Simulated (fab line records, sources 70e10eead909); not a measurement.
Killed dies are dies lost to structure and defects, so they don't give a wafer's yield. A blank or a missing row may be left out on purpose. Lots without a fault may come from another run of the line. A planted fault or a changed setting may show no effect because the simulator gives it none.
fab line records | flow nand_harc
record lots=7 wafers=20 last_day=31
route steps=1302 shown P_M1@315 P_M2@318 END@1302
lots that met no fault: from a run of the same line without faults
start_h: hours from the record's first day to the start of the lot's first wafer shown | wait_h: hours since the lot's step before | " the same as in the row above | L1.1+2: a row that stands for several wafers | - no value, or no start given | * or withheld: withheld | < > ~ a bound
route shown NAME@n: a module of which the file shows steps, and the number in the route of the first | usual: mean/standard deviation of fault-free wafers | same: alike in all rows | chamber/n: place in a boat | sites: the reading at each site | _std_site: their standard deviation | _edge_site: outer sites' mean less inner sites' | radius_mm: how far each site lies from the wafer's centre | mask NAME#n: copy n | behind: the tool/chamber that last shaped the wafer | hold: why the lot was held/for how many hours/how that ended | device: the transistor (n, p or np) that didn't switch | end of line: the same wafers' tests at the end of the route | a step without rows: its recipe alone | killed: dies lost to structure and defects at the first sort, not the wafer's yield | map: a wafer's dies, x killed, . not, _ none there
set.NAME: the setting as run; set.NAME@STEP: as run at that earlier step | model.NAME: the simulator's own value behind a step, which no gauge read
lots at some steps of the route; a table a step, a row a wafer
services: from which hour (start_h, from the record's first day; less than 0 if before it) a tool's chamber was out of use, for how many hours, and why
## steps
# step NHARC_P_M1_INSPECT_27
# usual raw_defect_count=285/130
# columns lot.wafer tool chamber start_h wait_h raw_defect_count
L141.2 defect_inspect-02 - 138.35 0.0 205
L141.3 " - " " 281
L141.4 " - " " 182
L142.2 defect_inspect-02 - 147.29 0.0 147
L142.4 " - " " 349
L142.5 " - " " 186
L144.1 defect_inspect-02 - 167.29 0.0 262
L144.3 " - " " 138
L144.5 " - " " 237
L145.3 defect_inspect-02 - 174.72 0.0 393
L145.4 " - " " 369
L145.5 " - " " 275
L146.1 defect_inspect-02 - 194.87 0.0 228
L146.4 " - " " 279
L153.2 defect_inspect-01 - 253.09 0.0 132
L153.5 " - " " 363
L153.6 " - " " 244
L159.2 defect_inspect-02 - 316.91 0.0 277
L159.4 " - " " 243
L159.6 " - " " 141
# step NHARC_P_M1_PRE_CLEAN_32
# recipe time_s=12 temp_c=370 rf_power_w=300 gas=NH3
# usual heater_power_w=645/85
# columns lot.wafer tool chamber start_h wait_h heater_power_w
L141.2 pecvd-02 2 138.43 0.1 660
L141.3 " 0 " " 465
L141.4 " 0 " " 475
L142.2 pecvd-02 1 147.38 0.1 604
L142.5 " 0 " " 518
L142.4 " 1 " " 608
L144.1 pecvd-03 2 167.36 0.1 536
L144.3 " 0 " " 742
L144.5 " 1 " " 650
L145.3 pecvd-03 2 174.80 0.1 572
L145.5 " 1 " " 725
L145.4 " 2 " " 577
L146.1 pecvd-02 0 195.06 0.2 486
L146.4 " 0 " " 484
L153.2 pecvd-03 0 253.16 0.1 678
L153.6 " 1 " " 652
L153.5 " 2 " " 559
L159.2 pecvd-02 1 317.00 0.1 716
L159.4 " 2 " " 683
L159.6 " 0 " " 546
# step NHARC_P_M1_DEP_33
# recipe target_thk_a=300 temp_c=370 target_thk_nm=30 pressure_torr=3 flow_sccm=200 rf_w=450 material=SiCN
# usual heater_power_w=585/92
# columns lot.wafer tool chamber start_h wait_h heater_power_w
L141.2 pecvd-02 2 138.54 0.1 568
L141.3 " 0 " " 473
L141.4 " 0 " " 456
L142.2 pecvd-02 1 147.53 0.1 539
L142.5 " 0 " " 411
L142.4 " 1 " " 507
L144.1 pecvd-03 2 167.44 0.1 512
L144.3 " 0 " " 654
L144.5 " 1 " " 621
L145.3 pecvd-03 2 174.91 0.1 436
L145.5 " 1 " " 645
L145.4 " 2 " " 430
L146.1 pecvd-02 0 195.17 0.1 457
L146.4 " 0 " " 458
L153.2 pecvd-03 0 253.24 0.1 715
L153.6 " 1 " " 634
L153.5 " 2 " " 470
L159.2 pecvd-02 1 317.14 0.1 564
L159.4 " 2 " " 625
L159.6 " 0 " " 445
# step NHARC_P_M2_DEP_00
# recipe target_thk_a=1825 target_thk_nm=182.5 temp_c=withheld pressure_torr=5 flow_sccm=200 rf_w=600 material=SiOC
# step NHARC_P_M2_DEHYDRATE_01
# recipe temp_c=150 time_s=120
# step NHARC_P_M2_HMDS_02
# recipe time_s=30
# step NHARC_P_M2_COAT_34
# recipe temp_c=200 time_s=65
# step NHARC_P_M2_COAT_03
# recipe spin_rpm=1500 resist_thk_nm=90
# step NHARC_P_M2_SOFTBAKE_04
# recipe temp_c=105 time_s=55
# step NHARC_P_M2_EBR_05
# step NHARC_P_M2_EXPOSE_06
# recipe na=1.35 target_cd_nm=170 dose_mj=80.78 mask_id=P_M2
# step NHARC_P_M2_PEB_07
# recipe peb_temp_c=100 peb_time_s=65
# columns lot.wafer tool chamber start_h wait_h
L141.2+3+4 litho_track-04 0 139.67 0.1
L142.2+4+5 litho_track-04 0 148.61 0.1
L144.1+3+5 litho_track-04 0 168.60 0.1
L145.3+4+5 litho_track-04 0 176.04 0.0
L146.1+4 litho_track-04 0 196.31 0.1
L153.2+5+6 litho_track-06 0 254.28 0.1
L159.2+4+6 litho_track-04 0 318.21 0.1
# step NHARC_P_M2_DEVELOP_08
# recipe develop_time_s=35 dev_temp_c=23
# step NHARC_P_M2_CD_MEAS_09
# recipe target_cd_nm=170 landing_energy_ev=500
# usual cd_nm=170.8/0.77
# columns lot.wafer tool chamber start_h wait_h cd_nm
L141.2 cd_sem-01 0 139.75 - 171.9
L141.3 " 0 " " 171.6
L141.4 " 0 " " 170.1
L142.2 cd_sem-03 0 148.69 - 171.5
L142.4 " 0 " " 171.0
L142.5 " 0 " " 170.6
L144.1 cd_sem-01 0 168.68 - 186.4
L144.3 " 0 " " 170.3
L144.5 " 0 " " 171.7
L145.3 cd_sem-01 0 176.12 - 170.0
L145.4 " 0 " " 186.1
L145.5 " 0 " " 170.1
L146.1 cd_sem-03 0 196.39 - 186.2
L146.4 " 0 " " 186.4
L153.2 cd_sem-03 0 254.37 - 172.2
L153.5 " 0 " " 171.2
L153.6 " 0 " " 170.1
L159.2 cd_sem-01 0 318.29 - 171.2
L159.4 " 0 " " 169.8
L159.6 " 0 " " 170.3
# step NHARC_P_M2_OVL_MEAS_10
# recipe pitch_nm=340
# usual overlay_x_nm=0.0/0.96 overlay_y_nm=-0.2/0.76
# columns lot.wafer tool chamber start_h wait_h overlay_x_nm overlay_y_nm
L141.2 overlay-01 - 139.84 - -0.5 -1.0
L141.3 " - " " -0.1 -0.7
L141.4 " - " " -0.2 -1.4
L142.2 overlay-02 - 148.77 - -0.8 0.9
L142.4 " - " " -1.4 0.8
L142.5 " - " " -0.2 0.4
L144.1 overlay-02 - 168.77 - 0.2 -0.8
L144.3 " - " " 0.3 -0.6
L144.5 " - " " 0.5 -0.6
L145.3 overlay-01 - 176.20 - 0.3 -0.3
L145.4 " - " " 0.7 0.1
L145.5 " - " " 0.1 0.0
L146.1 overlay-01 - 196.47 - -1.2 0.1
L146.4 " - " " -0.8 0.2
L153.2 overlay-02 - 254.45 - -0.7 0.1
L153.5 " - " " -0.9 0.1
L153.6 " - " " -0.4 -0.3
L159.2 overlay-01 - 318.38 - 0.6 -0.4
L159.4 " - " " 0.7 0.2
L159.6 " - " " 0.9 -0.1
# step NHARC_P_M2_INSPECT_11
# usual raw_defect_count=4.5/2.5
# columns lot.wafer tool chamber start_h wait_h raw_defect_count
L141.2 defect_inspect-02 - 139.87 0.0 2
L141.3 " - " " 6
L141.4 " - " " 5
L142.2 defect_inspect-02 - 148.81 0.0 8
L142.4 " - " " 1
L142.5 " - " " 8
L144.1 defect_inspect-02 - 168.80 0.0 3
L144.3 " - " " 7
L144.5 " - " " 7
L145.3 defect_inspect-01 - 176.24 0.0 3
L145.4 " - " " 3
L145.5 " - " " 4
L146.1 defect_inspect-02 - 196.51 0.0 3
L146.4 " - " " 4
L153.2 defect_inspect-02 - 254.49 0.0 1
L153.5 " - " " 5
L153.6 " - " " 3
L159.2 defect_inspect-02 - 318.42 0.0 5
L159.4 " - " " 1
L159.6 " - " " 4
# step NHARC_P_M2_DESCUM_14
# recipe time_s=3 o2_flow_sccm=200 ar_flow_sccm=0 bias_power_w=0 chemistry=O2
# usual chamber_pressure_mTorr=59.99/0.054 drypump_motor_current_A=5.7/0.51 oes_product_au=0.995/0.017 rf_vpp_V=58.0/0.96 showerhead_plenum_p_Torr=1.94/0.089 throttle_valve_pct=11.311/0.0088
# columns lot.wafer tool chamber start_h wait_h chamber_pressure_mTorr drypump_motor_current_A oes_product_au rf_hours_counter_h rf_vpp_V showerhead_plenum_p_Torr throttle_valve_pct model.P_M2.cd_nm
L141.2 rie_diel-13 3 139.94 0.1 60.02 6.2 1.017 11 58.0 1.86 11.310 172.1
L141.4 " 0 " " 60.04 5.7 1.000 9 57.1 1.91 11.305 170.1
L141.3 " 1 " " 60.02 4.9 1.018 7 59.8 2.04 11.304 171.4
L142.4 rie_diel-13 0 148.89 0.1 59.97 5.7 0.998 10 57.9 1.91 11.307 171.4
L142.2 " 1 " " 60.04 4.9 1.010 7 57.8 2.04 11.335 171.6
L142.5 " 2 " " 59.92 6.5 1.017 - 57.6 2.01 11.323 169.4
L144.3 rie_diel-09 2 168.86 0.1 60.02 5.2 0.973 0 57.7 2.06 11.307 170.9
L144.1 " 1 " " 60.08 5.9 1.009 0 58.0 2.00 11.309 185.1
L144.5 " 3 " " 59.95 5.7 0.968 - 56.4 2.06 11.318 171.3
L145.4 rie_diel-13 0 176.30 0.1 59.95 5.7 1.014 0 58.0 1.91 11.303 186.5
L145.3 " 3 " " 59.97 6.2 1.023 0 57.2 1.86 11.318 169.7
L145.5 " 0 " " 60.03 5.7 1.008 - 57.6 1.91 11.314 169.8
L146.1 rie_diel-13 3 196.57 0.1 59.93 6.2 1.009 0 57.6 1.86 11.312 186.1
L146.4 " 2 " " 59.97 6.5 1.024 0 57.6 2.01 11.308 185.8
L153.2 rie_diel-09 1 254.56 0.1 60.06 5.9 1.007 4 58.4 1.99 11.322 171
L153.5 " 0 " " 60.04 5.3 0.967 - 59.0 1.93 11.311 172.1
L153.6 " 1 " " 59.97 5.9 1.002 - 57.4 1.99 11.293 169.2
L159.2 rie_diel-09 3 318.48 0.1 60.11 5.7 0.984 8 58.1 2.06 11.310 171.7
L159.4 " 0 " " 59.97 5.3 0.964 8 58.1 1.93 11.321 170.9
L159.6 " 0 " " 59.99 5.3 0.963 - 58.2 1.93 11.303 171.6
# step NHARC_P_M2_ETCH_35
# recipe target_depth_a=400 overetch_a=120 time_s=43.94 ion_energy_ev=200 n2_flow_sccm=150 h2_flow_sccm=150 ar_flow_sccm=0 rf_w=400 bias_w=150 chemistry=N2/H2
# usual chamber_pressure_mTorr=30.003/0.027 drypump_motor_current_A=5.7/0.52 oes_product_au=0.995/0.017 rf_vpp_V=431.4/2.8 showerhead_plenum_p_Torr=2.07/0.096 throttle_valve_pct=14.172/0.0096
# columns lot.wafer tool chamber start_h wait_h chamber_pressure_mTorr drypump_motor_current_A oes_product_au rf_hours_counter_h rf_vpp_V showerhead_plenum_p_Torr throttle_valve_pct
L141.3 rie_diel-13 1 140.02 0.1 30.000 4.9 1.011 7 434.2 2.17 14.167
L141.2 " 2 " " 30.026 6.5 1.012 9 433.8 2.15 14.176
L141.4 " 0 " " 29.980 5.7 0.986 9 429.7 2.03 14.191
L142.2 rie_diel-13 0 148.96 0.1 30.005 5.7 1.003 10 429.4 2.03 14.174
L142.4 " 2 " " 30.007 6.5 1.011 10 432.3 2.15 14.176
L142.5 " 0 " " 30.011 5.7 1.002 - 431.3 2.03 14.163
L144.1 rie_diel-09 0 168.95 0.1 30.083 5.3 0.967 0 429.3 2.06 14.196
L144.3 " 2 " " 29.994 5.2 0.964 0 435.0 2.20 14.178
L144.5 " 0 " " 30.011 5.3 0.963 - 431.3 2.06 14.171
L145.3 rie_diel-13 0 176.38 0.1 29.994 5.7 1.006 0 431.2 2.03 14.176
L145.4 " 2 " " 29.989 6.5 1.027 0 433.4 2.15 14.173
L145.5 " 1 " " 29.990 4.9 0.989 - 436.1 2.17 14.191
L146.4 rie_diel-13 1 196.67 0.1 30.028 4.9 1.007 0 434.2 2.17 14.167
L146.1 " 2 " " 30.013 6.6 1.024 0 434.4 2.15 14.161
L153.2 rie_diel-09 0 254.63 0.1 30.010 5.3 0.951 4 431.0 2.06 14.180
L153.5 " 0 " " 30.012 5.4 0.956 - 430.9 2.06 14.172
L153.6 " 1 " " 29.995 5.9 0.999 - 432.7 2.13 14.164
L159.4 rie_diel-09 1 318.56 0.1 30.007 5.9 0.996 8 433.1 2.13 14.163
L159.2 " 0 " " 29.992 5.3 0.968 8 429.5 2.06 14.169
L159.6 " 2 " " 29.999 5.2 0.982 - 435.0 2.19 14.179
# step NHARC_P_M2_ETCH_15
# recipe target_depth_a=1825 time_s=91.2 c4f8_flow_sccm=withheld ar_flow_sccm=400 rf_w=600 bias_w=300 chemistry=C4F8/Ar
# usual chamber_pressure_mTorr=25.000/0.021 oes_product_au=0.942/0.025 rf_vpp_V=441.7/2.8
# columns lot.wafer tool chamber start_h wait_h chamber_pressure_mTorr oes_product_au rf_hours_counter_h rf_vpp_V
L141.3 rie_diel-13 0 - - 24.997 0.919 9 440.7
L141.4 " 1 " " 24.991 0.916 7 444.0
L141.2 " 3 " " 25.000 0.934 11 438.8
L142.4 rie_diel-13 0 - - 25.018 0.928 10 439.3
L142.2 " 2 " " 24.984 0.941 10 444.5
L142.5 " 0 " " 24.943 0.931 - 440.3
L144.1 rie_diel-09 1 - - 25.005 0.986 0 443.4
L144.3 " 3 " " 24.994 0.939 1 445.4
L144.5 " 1 " " 24.995 0.972 - 441.4
L145.4 rie_diel-13 3 - - 24.966 0.997 0 438.5
L145.3 " 1 " " 25.000 0.965 0 444.0
L145.5 " 3 " " 25.035 0.998 - 441.3
L146.1 rie_diel-13 2 - - 25.008 0.933 0 444.5
L146.4 " 0 " " 25.013 0.926 0 439.6
L153.2 rie_diel-09 3 - - 25.039 0.933 5 444.4
L153.5 " 3 " " 24.986 0.932 - 446.5
L153.6 " 0 " " 24.987 0.916 - 441.3
L159.4 rie_diel-09 0 - - 24.982 0.924 8 440.7
L159.2 " 2 " " 25.047 0.955 8 444.3
L159.6 " 0 " " 25.016 0.933 - 440.3
# step NHARC_P_M2_CD_MEAS_16
# usual cd_nm=170.5/1.2
# columns lot.wafer tool chamber start_h wait_h cd_nm
L141.2 cd_sem-01 - 140.24 - 171.9
L141.3 " - " " 171.7
L141.4 " - " " 169.4
L142.2 cd_sem-03 - 149.17 - 171.6
L142.4 " - " " 171.6
L142.5 " - " " 169.4
L144.1 cd_sem-01 - 169.17 - 184.4
L144.3 " - " " 170.2
L144.5 " - " " 170.5
L145.3 cd_sem-01 - 176.62 - 169.2
L145.4 " - " " 186.8
L145.5 " - " " 169.1
L146.1 cd_sem-01 - 196.88 - 186.2
L146.4 " - " " 184.6
L153.2 cd_sem-03 - 254.86 - 170.9
L153.5 " - " " 171.4
L153.6 " - " " 168.2
L159.2 cd_sem-01 - 318.78 - 171.0
L159.4 " - " " 170.0
L159.6 " - " " 170.6
# step NHARC_P_M2_STRIP_18
# recipe power_w=1000 n2_flow_sccm=150 h2_flow_sccm=150 ar_flow_sccm=0 bias_w=0 chemistry=N2/H2
# usual chamber_pressure_mTorr=29.999/0.028 drypump_motor_current_A=5.7/0.5 oes_product_au=0.996/0.017 rf_vpp_V=91.0/1.1 showerhead_plenum_p_Torr=2.08/0.094 throttle_valve_pct=14.171/0.0084
# columns lot.wafer tool chamber start_h wait_h chamber_pressure_mTorr drypump_motor_current_A oes_product_au rf_hours_counter_h rf_vpp_V showerhead_plenum_p_Torr throttle_valve_pct
L141.3 rie_diel-07 1 140.31 0.1 29.991 5.0 0.996 0 91.5 2.16 14.168
L141.2 " 2 " " 29.949 5.7 1.006 0 90.4 1.90 14.174
L141.4 " 0 " " 29.956 6.5 0.985 0 90.8 1.99 14.159
L142.2 rie_diel-07 1 149.27 0.1 29.962 5.0 0.990 1 90.5 2.15 14.179
L142.4 " 3 " " 30.011 5.7 0.985 1 92.8 2.00 14.177
L142.5 " 0 " " 29.992 6.5 0.989 - 90.5 1.99 14.173
L144.3 rie_diel-07 3 169.27 0.1 30.030 5.6 0.981 1 91.0 2.00 14.165
L144.1 " 0 " " 29.966 6.5 0.986 1 90.5 1.99 14.165
L144.5 " 2 " " 29.985 5.7 1.000 - 89.1 1.90 14.171
L145.4 rie_diel-09 2 176.69 0.1 29.986 5.2 0.967 1 92.2 2.20 14.169
L145.3 " 0 " " 29.986 5.3 0.965 1 89.8 2.06 14.180
L145.5 " 3 " " 30.030 5.7 0.975 - 93.3 2.20 14.171
L146.4 rie_diel-13 0 196.95 0.1 30.018 5.7 1.006 0 91.4 2.03 14.187
L146.1 " 1 " " 30.038 4.9 0.994 0 92.3 2.17 14.164
L153.2 rie_diel-13 1 255.00 0.1 30.011 4.9 1.007 7 90.3 2.17 14.175
L153.5 " 3 " " 30.025 6.2 1.025 - 91.0 1.98 14.168
L153.6 " 1 " " 30.019 4.9 1.005 - 91.7 2.17 14.161
L159.2 rie_diel-13 2 318.85 0.1 29.990 6.6 1.015 9 90.3 2.14 14.159
L159.4 " 0 " " 29.995 5.7 1.013 - 90.9 2.03 14.167
L159.6 " 1 " " 29.995 4.9 1.006 - 90.1 2.17 14.164
# step NHARC_P_M2_ETCH_28
# recipe target_depth_a=300 over_etch_frac=0.3 time_s=72.99 ion_energy_ev=150 cf4_flow_sccm=50 n2_flow_sccm=100 ar_flow_sccm=150 rf_w=300 bias_w=100 chemistry=CF4/N2
# usual chamber_pressure_mTorr=29.998/0.026 drypump_motor_current_A=5.6/0.49 oes_product_au=0.997/0.017 rf_vpp_V=315.0/2 showerhead_plenum_p_Torr=2.68/0.11 throttle_valve_pct=19.796/0.0095
# columns lot.wafer tool chamber start_h wait_h chamber_pressure_mTorr drypump_motor_current_A oes_product_au rf_hours_counter_h rf_vpp_V showerhead_plenum_p_Torr throttle_valve_pct model.P_M2.cd_nm
L141.3 rie_diel-07 3 - - 29.996 5.7 0.975 0 314.2 2.57 19.794 172.1
L141.2 " 0 " " 30.015 6.5 0.974 0 312.9 2.56 19.793 172.6
L141.4 " 1 " " 29.971 5.0 0.976 0 316.6 2.76 19.804 169.3
L142.4 rie_diel-07 2 - - 29.993 5.6 1.007 1 311.6 2.45 19.799 172.3
L142.2 " 0 " " 29.992 6.5 0.978 1 312.5 2.56 19.787 171
L142.5 " 3 " " 29.979 5.7 0.981 - 314.4 2.57 19.792 168
L144.3 rie_diel-07 1 - - 29.985 5.0 0.997 1 316.2 2.76 19.796 170.5
L144.1 " 3 " " 30.020 5.6 0.974 1 313.8 2.57 19.785 183.5
L144.5 " 1 " " 29.991 5.0 0.979 - 316.2 2.76 19.802 170.9
L145.4 rie_diel-09 2 - - 30.024 5.2 0.978 1 317.4 2.81 19.791 186.4
L145.3 " 3 " " 29.961 5.7 0.965 1 317.5 2.82 19.803 170.1
L145.5 " 1 " " 30.049 5.9 0.999 - 315.0 2.73 19.795 168.2
L146.4 rie_diel-13 0 - - 29.985 5.7 0.999 0 314.8 2.62 19.802 184.3
L146.1 " 2 " " 29.973 6.5 1.028 0 315.9 2.75 19.809 186.5
L153.2 rie_diel-13 1 - - 30.004 5.0 1.003 8 317.0 2.78 19.786 171.5
L153.5 " 0 " " 29.979 5.7 0.995 - 314.1 2.61 19.807 171.5
L153.6 " 1 " " 29.996 4.9 1.008 - 317.0 2.78 19.812 169.5
L159.2 rie_diel-13 1 - - 29.985 4.9 1.009 14 316.3 2.78 19.803 172
L159.4 " 0 " " 29.994 5.7 1.014 - 313.9 2.61 19.819 169.7
L159.6 " 1 " " 30.032 4.9 1.014 - 316.7 2.78 19.794 171.6
# step NHARC_P_M2_STRIP_19
# recipe time_s=600 temp_c=30 chemistry=post_etch_residue_remover
# step NHARC_END_SORT_01
# recipe temp_c=25
# usual defect_limited_yield=91.6/2.8 killed_at_array=52/19 killed_at_other=1.0/1.2 killed_at_periphery=4.1/2.8 killed_dies=57/19 killed_open=3.1/1.7 killed_short=2.5/1.5 sort_bin_2_pct=3.0/1.2 sort_bin_3_pct=0.6/0.36 sort_bin_4_pct=4.9/1.6 sort_n_pass=620/19 sort_rim_yield_pct=91/5 sort_yield_pct=91.6/2.8
# same gross_dies=677 sort_bin_5_pct[%]=0 sort_bin_6_pct[%]=0 sort_bin_7_pct[%]=0 sort_bin_8_pct[%]=0 sort_rim_n_gross=106.00
# columns lot.wafer tool chamber start_h wait_h defect_limited_yield[%] killed_at_array killed_at_other killed_at_periphery killed_dies killed_open killed_short sort_bin_2_pct[%] sort_bin_3_pct[%] sort_bin_4_pct[%] sort_n_pass sort_rim_yield_pct[%] sort_yield_pct[%]
L141.2 prober-01 0 562.83 2.8 93.2 44 0 2 46 1 3 2.5 0.6 3.7 631 89 93.2
L141.3 prober-01 0 563.65 3.1 89.5 67 0 4 71 4 2 3.8 1.6 5.0 606 95 89.5
L141.4 prober-01 0 564.46 3.4 92.8 44 0 5 49 6 3 3.7 0.4 3.1 628 91 92.8
L142.2 prober-01 0 575.95 2.8 88.6 74 1 2 77 1 1 5.6 0.9 4.9 600 98 88.6
L142.4 prober-01 0 577.54 3.4 87.1 83 2 2 87 2 2 4.4 0.6 7.8 590 98 87.1
L142.5 prober-01 0 578.33 3.7 86.4 88 1 3 92 1 5 4.9 0.9 7.8 585 89 86.4
L144.1 prober-01 0 585.12 2.5 91.3 54 0 5 59 3 1 2.2 0.6 5.9 618 94 91.3
L144.3 prober-01 0 586.69 3.1 93.8 39 0 3 42 4 3 2.7 0.6 3.0 635 90 93.8
L144.5 prober-01 0 588.26 3.7 94.1 34 2 4 40 4 0 2.4 0.3 3.2 637 91 94.1
L145.3 prober-02 0 607.23 3.1 91.4 54 1 3 58 0 2 2.5 0.6 5.5 619 94 91.4
L145.4 prober-02 0 608.02 3.4 92.0 51 0 3 54 2 1 2.1 0.7 5.2 623 96 92.0
L145.5 prober-02 0 608.82 3.7 90.0 59 0 9 68 5 7 3.5 0.4 6.1 609 97 90.0
L153.2 prober-01 0 683.37 2.8 86.4 87 3 2 92 3 3 4.1 1.0 8.4 585 87 86.4
L153.5 prober-01 0 685.83 3.8 88.5 73 3 2 78 5 4 4.3 0.7 6.5 599 79 88.5
L153.6 prober-01 0 686.64 4.1 87.4 82 1 2 85 3 3 4.4 0.9 7.2 592 86 87.4
# killed by level:class
L141.2 A_CHANNEL_HOLE_D1:chamber_film_flake=17 A_CHANNEL_HOLE_D2:chamber_film_flake=15 A_STAIRCASE:chamber_film_flake=4 A_CHANNEL_FILL_D1:chamber_film_flake=3 P_CONTACT:geometric_particle:short=2 A_CONTACT:chamber_film_flake=2 A_ONON_D1:geometric_particle:open=1 A_ONON_D2:geometric_particle:short=1
L141.3 A_CHANNEL_HOLE_D1:chamber_film_flake=28 A_CHANNEL_HOLE_D2:chamber_film_flake=25 A_ZERO_WELL:chamber_film_flake=4 A_CHANNEL_FILL_D2:chamber_film_flake=2 A_CONTACT:chamber_film_flake=2 P_GATE:geometric_particle:open=1 A_ONON_D1:geometric_particle:open=1 A_CHANNEL_FILL_D1:geometric_particle:open=1
L141.4 A_CHANNEL_HOLE_D1:chamber_film_flake=14 A_CHANNEL_HOLE_D2:chamber_film_flake=14 A_ZERO_WELL:chamber_film_flake=3 A_STAIRCASE:chamber_film_flake=3 P_ZERO_WELL:chamber_film_flake=2 A_CONTACT:chamber_film_flake=2 P_GATE:geometric_particle:open=1 P_CONTACT:geometric_particle:open=1
L142.2 A_CHANNEL_HOLE_D1:chamber_film_flake=33 A_SLIT:chamber_film_flake=22 A_CHANNEL_HOLE_D2:chamber_film_flake=7 A_CONTACT:chamber_film_flake=7 A_ZERO_WELL:chamber_film_flake=2 A_DECK1_JOINT:geometric_particle:open=1 A_SGD_CUT:geometric_particle:short=1 P_ZERO_WELL:chamber_film_flake=1
L142.4 A_CHANNEL_HOLE_D1:chamber_film_flake=32 A_SLIT:chamber_film_flake=28 A_CONTACT:chamber_film_flake=6 A_CHANNEL_HOLE_D2:chamber_film_flake=4 A_WL_FILL:chamber_film_flake=4 A_STAIRCASE:chamber_film_flake=3 A_SGD_CUT:chamber_film_flake=3 P_GATE:geometric_particle:short=2
L142.5 A_CHANNEL_HOLE_D1:chamber_film_flake=37 A_CHANNEL_HOLE_D2:chamber_film_flake=16 A_SLIT:chamber_film_flake=13 A_CONTACT:chamber_film_flake=9 A_STAIRCASE:chamber_film_flake=3 A_DECK1_JOINT:chamber_film_flake=2 P_M1:geometric_particle:short=1 A_M0:geometric_particle:short=1
L144.1 A_CHANNEL_HOLE_D2:chamber_film_flake=34 A_CONTACT:chamber_film_flake=7 P_M2:chamber_film_flake=2 A_CHANNEL_HOLE_D1:chamber_film_flake=2 A_STAIRCASE:chamber_film_flake=2 A_SLIT:chamber_film_flake=2 P_M1:geometric_particle:open=1 A_ONON_D2:geometric_particle:open=1
L144.3 A_CHANNEL_HOLE_D2:chamber_film_flake=21 A_CONTACT:chamber_film_flake=3 P_ZERO_WELL:chamber_film_flake=2 A_STAIRCASE:chamber_film_flake=2 A_SLIT:chamber_film_flake=2 A_WL_FILL:chamber_film_flake=2 A_ONON_D1:geometric_particle:short=1 A_CHANNEL_FILL_D1:geometric_particle:short=1
L144.5 A_CHANNEL_HOLE_D2:chamber_film_flake=22 A_CHANNEL_HOLE_D1:chamber_film_flake=4 A_SLIT:chamber_film_flake=3 P_ZERO_WELL:chamber_film_flake=2 THIN_TSV:chamber_film_flake=2 P_CONTACT:geometric_particle:open=1 A_CHANNEL_FILL_D1:geometric_particle:open=1 A_DECK1_JOINT:geometric_particle:open=1
L145.3 A_CHANNEL_HOLE_D1:chamber_film_flake=31 A_CHANNEL_HOLE_D2:chamber_film_flake=6 A_CONTACT:chamber_film_flake=6 A_STAIRCASE:chamber_film_flake=3 P_M2:chamber_film_flake=2 A_DECK1_JOINT:chamber_film_flake=2 A_CHANNEL_FILL_D2:chamber_film_flake=2 A_CHANNEL_HOLE_D2:geometric_particle:short=1
L145.4 A_CHANNEL_HOLE_D1:chamber_film_flake=29 A_CHANNEL_HOLE_D2:chamber_film_flake=9 A_CHANNEL_FILL_D2:chamber_film_flake=4 P_M2:chamber_film_flake=2 A_DECK1_JOINT:chamber_film_flake=2 A_CONTACT:chamber_film_flake=2 A_CHANNEL_HOLE_D1:geometric_particle:short=1 A_DECK1_JOINT:geometric_particle:open=1
L145.5 A_CHANNEL_HOLE_D1:chamber_film_flake=38 A_CHANNEL_HOLE_D2:chamber_film_flake=6 P_M2:chamber_film_flake=5 A_CHANNEL_FILL_D1:geometric_particle:short=2 A_WL_FILL:geometric_particle:open=2 P_STI:chamber_film_flake=2 P_GATE:geometric_particle:short=1 A_ONON_D2:geometric_particle:short=1
L153.2 A_CHANNEL_HOLE_D1:chamber_film_flake=38 A_CHANNEL_HOLE_D2:chamber_film_flake=23 A_SLIT:chamber_film_flake=14 A_CONTACT:chamber_film_flake=5 A_ONON_D2:geometric_particle:open=2 THIN_TSV:chamber_film_flake=2 A_CHANNEL_FILL_D1:geometric_particle:short=1 A_CONTACT:geometric_particle:open=1
L153.5 A_SLIT:chamber_film_flake=28 A_CHANNEL_HOLE_D1:chamber_film_flake=21 A_CHANNEL_HOLE_D2:chamber_film_flake=10 A_CONTACT:chamber_film_flake=4 A_WL_FILL:geometric_particle:short=2 THIN_TSV:chamber_film_flake=2 A_ONON_D1:geometric_particle:open=1 A_CHANNEL_FILL_D1:geometric_particle:open=1
L153.6 A_CHANNEL_HOLE_D1:chamber_film_flake=34 A_CHANNEL_HOLE_D2:chamber_film_flake=23 A_SLIT:chamber_film_flake=13 A_CONTACT:chamber_film_flake=4 A_ONON_D1:geometric_particle:short=1 A_CHANNEL_HOLE_D1:geometric_particle:short=1 A_CHANNEL_FILL_D1:geometric_particle:open=1 A_DECK1_JOINT:geometric_particle:short=1
## services
# columns tool chamber start_h hours kind
rie_diel-07 - 117.20 9.0 pm
rie_diel-13 1 120.04 4.3 repair
pecvd-03 - 122.59 0.4 repair
rie_diel-13 0 125.28 4.0 repair
rie_diel-13 0 134.27 2.6 repair
rie_diel-09 - 143.13 9.0 pm
rie_diel-13 - 165.00 9.0 pm
pecvd-03 0 183.99 2.0 repair
pecvd-03 - 185.74 13.0 pm
rie_diel-07 0 189.96 4.2 repair
pecvd-02 - 202.37 0.9 repair
litho_track-04 - 203.00 7.0 pm
pecvd-03 - 211.65 1.2 repair
rie_diel-13 2 220.15 34.9 repair
pecvd-02 - 227.29 13.0 pm
rie_diel-13 3 236.14 2.6 repair
rie_diel-07 - 239.29 0.7 repair
rie_diel-07 1 285.15 4.3 repair
rie_diel-09 0 286.43 3.3 repair
rie_diel-13 2 290.62 6.3 repair
rie_diel-07 - 294.21 9.0 pm
pecvd-02 2 297.35 2.5 repair
rie_diel-09 1 304.95 3.8 repair
rie_diel-13 3 305.49 14.4 repair
## key
first_sign step=NHARC_P_M2_CD_MEAS_09 reading=cd_nm direction=up sigmas=20 usual=170.8 struck=186.3
effect step=NHARC_P_M2_CD_MEAS_16 reading=cd_nm direction=up sigmas=13 usual=170.5 struck=185.5
model_effect step=NHARC_P_M2_DESCUM_14 value=P_M2.cd_nm without=170.1 struck=185.8
model_effect step=NHARC_P_M2_ETCH_28 value=P_M2.cd_nm without=169.4 struck=185.2
met_at NHARC_P_M2_PEB_07
struck_wafers L144.1,L145.4,L146.1,L146.4
sort_left_out L146.1,L146.4
onset_between 148.61 168.60
fault kind=process_parameter_drift tool=litho_track-04 chamber=- onset_h=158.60 steps=NHARC_P_M2_PEB_07 channel=peb_time_s offset=* shape=step end_h=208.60 scope=struck_wafers_only acts_in=* stated=*
# sort_left_out: the simulated sort isn't trusted on such a fault, so these wafers' sort isn't shown, and their yield isn't known
